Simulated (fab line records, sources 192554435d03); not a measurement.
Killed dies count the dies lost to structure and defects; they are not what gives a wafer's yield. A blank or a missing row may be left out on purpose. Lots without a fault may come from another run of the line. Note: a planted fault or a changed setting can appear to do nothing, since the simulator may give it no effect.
Lot-split experiment | flow n5-finfet | 21 wafers read across 7 lots, on a route 1938 steps long

## THE SPLIT ITSELF
At N5_BEOL_M2_COAT_67 (time 60 s, resist thk 60 nm), the setting spin-rpm was moved away from the recipe's 1500 rpm on 6 of the 21 wafers read, by -4.7% to +9.6%. All remaining wafers had this setting at the recipe value.

## FROM THE SPLIT TO THE READING: what the file shows between them, 7 steps
- N5_BEOL_M2_COAT_68: time 60 s, resist thk 12 nm
- N5_BEOL_M2_COAT_76: time 60 s, resist thk 5 nm
- N5_BEOL_M2_ALD_98: deposits SiO2, target thk 2.5 nm, pulse time 1 s, co reactant pulse time 1 s
- N5_BEOL_M2_ETCHBACK_99: etches SiO2 in CHF3, target depth 5 nm, time 10.4 s
- N5_BEOL_M2_ETCH_70: etches SOC in N2/H2, target depth 80 nm, overetch 24 nm, time 130 s
- N5_BEOL_M2_STRIP_71: strips in N2/H2
- N5_BEOL_M2_STRIP_78: strips in N2/H2

## THE READING
SOC_of_BEOL_M2_COAT_67.thk-nm (the simulator's own value, which no gauge read), in nm, at N5_BEOL_M2_VIA_ETCH_34 (etches the open film in C4F6/O2, target depth 69.4 nm, time 65.9 s). No usual value for it is given in the file. Here, 15 wafers ran the recipe; their average is 52.0 nm with a standard deviation of 0.36 nm.

wafer  | tool, chamber at the split | spin-rpm as run, rpm | against the recipe | SOC_of_BEOL_M2_COAT_67.thk-nm, nm | against lot-mates on the recipe
L082.4 | litho-track-04, 0          | 1500                 | recipe             | 51.4                              | -
L082.5 | litho-track-04, 0          | 1598                 | +6.5%              | 50.4                              | -1.4
L082.6 | litho-track-04, 0          | 1500                 | recipe             | 52.2                              | -
L088.2 | litho-track-02, 0          | 1500                 | recipe             | 52.6                              | -
L088.3 | litho-track-02, 0          | 1500                 | recipe             | 51.8                              | -
L088.5 | litho-track-02, 0          | 1500                 | recipe             | 52                                | -
L090.2 | litho-track-02, 0          | 1500                 | recipe             | 52.6                              | -
L090.4 | litho-track-02, 0          | 1500                 | recipe             | 52.2                              | -
L090.6 | litho-track-02, 0          | 1589                 | +5.9%              | 50                                | -2.4
L092.3 | litho-track-02, 0          | 1500                 | recipe             | 52.4                              | -
L092.4 | litho-track-02, 0          | 1500                 | recipe             | 52.2                              | -
L092.6 | litho-track-02, 0          | 1500                 | recipe             | 51.6                              | -
L091.1 | litho-track-03, 0          | 1500                 | recipe             | 52.2                              | -
L091.4 | litho-track-03, 0          | 1500                 | recipe             | 51.8                              | -
L091.6 | litho-track-03, 0          | 1644                 | +9.6%              | 48.8                              | -3.2
L096.1 | litho-track-04, 0          | 1577                 | +5.1%              | 50.6                              | -1.0
L096.3 | litho-track-04, 0          | 1500                 | recipe             | 51.6                              | -
L096.5 | litho-track-04, 0          | 1577                 | +5.1%              | 50.4                              | -1.2
L095.1 | litho-track-03, 0          | 1429                 | -4.7%              | 53.2                              | +1.4
L095.2 | litho-track-03, 0          | 1500                 | recipe             | 52                                | -
L095.5 | litho-track-03, 0          | 1500                 | recipe             | 51.6                              | -

THE FIT
A straight line over all 21 wafers: SOC_of_BEOL_M2_COAT_67.thk-nm changes by -0.302 nm for each +1% of spin-rpm; r = -0.94; the points scatter about the line by 0.35 nm.
The same after taking each lot's own level away (the mean of its wafers on the recipe; 21 wafers): -0.296 nm for each +1%; r = -0.94; scatter 0.36 nm.
The reading moves by 2.8 nm for the largest change in spin-rpm, on that fit.
Across the lots, their own levels run from 51.60 to 52.40 nm, a range of 2.2 times the standard deviation given above.
Consequently the slope shifts little with the lot-to-lot level, the two slopes agreeing.
Check: -2.59 nm against its lot-mates is what the line predicts for one of the wafers moved furthest among these (+9.6%) when that wafer is left out of the fit. It came out at -3.2 nm against them.

## FURTHER SPLITS ON THESE WAFERS
Note: prior to the reading, these wafers also went through further splits. Each is held against what the fit with the lots' levels taken away leaves over:
other split on the same wafers | wafers away from the commonest value | r with SOC_of_BEOL_M2_COAT_67.thk-nm (lot level and that fit taken away)
N5_BEOL_M1_ILD_DEP_00 time-s   | 8                                    | +0.26
N5_BEOL_M1_PECVD_72 time-s     | 4                                    | -0.15
N5_BEOL_M2_DESCUM_16 time-s    | 7                                    | +0.03

## THE WHOLE CHAIN: every reading that the file lists as answering this split, in the file's order
step                   | what it does                                                        | reading                                                                        | change (the file's fit)               | r (the file's)
N5_BEOL_M2_COAT_67     | time 60 s, resist thk 60 nm                                         | SOC_of_BEOL_M2_COAT_67.thk-nm (the simulator's own value, which no gauge read) | -0.292 nm for each +1% of the setting | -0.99
N5_BEOL_M2_ETCH_70     | etches SOC in N2/H2, target depth 80 nm, overetch 24 nm, time 130 s | etch.depth-nm (the simulator's own value, which no gauge read)                 | -0.287 nm for each +1% of the setting | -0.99
N5_BEOL_M2_VIA_ETCH_34 | etches the open film in C4F6/O2, target depth 69.4 nm, time 65.9 s  | SOC_of_BEOL_M2_COAT_67.thk-nm (the simulator's own value, which no gauge read) | -0.303 nm for each +1% of the setting | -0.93

## FILE'S OWN FIT
SOC_of_BEOL_M2_COAT_67.thk-nm changes by -0.303 nm for each +1% of spin-rpm, r = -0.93.
